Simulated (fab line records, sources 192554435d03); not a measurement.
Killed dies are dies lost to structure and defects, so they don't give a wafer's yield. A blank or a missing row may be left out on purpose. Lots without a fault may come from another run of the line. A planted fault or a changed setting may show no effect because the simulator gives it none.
Chamber matching | flow n5_finfet | N5_BEOL_M13_VIA_ETCH_16 on rie_diel-03: 4 sister chambers
The step etches SiOC in C4F8/O2/Ar, target depth 921.7 nm. 4 wafers are shown with their chamber, then 8 later ones without.

WAFERS WITH THEIR CHAMBER
wafer  | chamber | showerhead_plenum_p_Torr (Torr)
L077.4 | 2       | 3.44
L087.2 | 3       | 3.63
L087.5 | 1       | 3.35
L093.3 | 0       | 3.40

WAFERS WITHOUT THEIR CHAMBER
wafer  | showerhead_plenum_p_Torr (Torr)
L093.5 | 3.43
L093.6 | 3.35
L095.2 | 3.42
L095.5 | 3.61
L095.6 | 3.34
L096.4 | 3.42
L096.5 | 3.61
L096.6 | 3.40

WHICH CHAMBER EACH WENT THROUGH
wafer  | from the rows above     | in truth
L093.5 | can't be placed: 2 or 0 | 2
L093.6 | 1                       | 1
L095.2 | can't be placed: 0 or 2 | 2
L095.5 | 3                       | 3
L095.6 | 1                       | 1
L096.4 | can't be placed: 0 or 2 | 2
L096.5 | 3                       | 3
L096.6 | 0                       | 0
Placed correctly: 5 of 8. Can't be placed from these rows: 3 (the true chamber is among the candidates in 3). Placed wrongly: 0.
How it was worked out, from the rows above alone: a wafer's distance from a chamber is the root of the sum, over the readings, of the square of ((its reading less the chamber's mean) divided by the reading's scatter). The wafer belongs to the nearest chamber; if the next one is less than 2 further off, it can't be placed. A chamber's mean is the mean of its shown wafers. The scatter: with one shown wafer a chamber, the root of the mean of the squares of how far each hidden wafer lies from its nearest shown one.
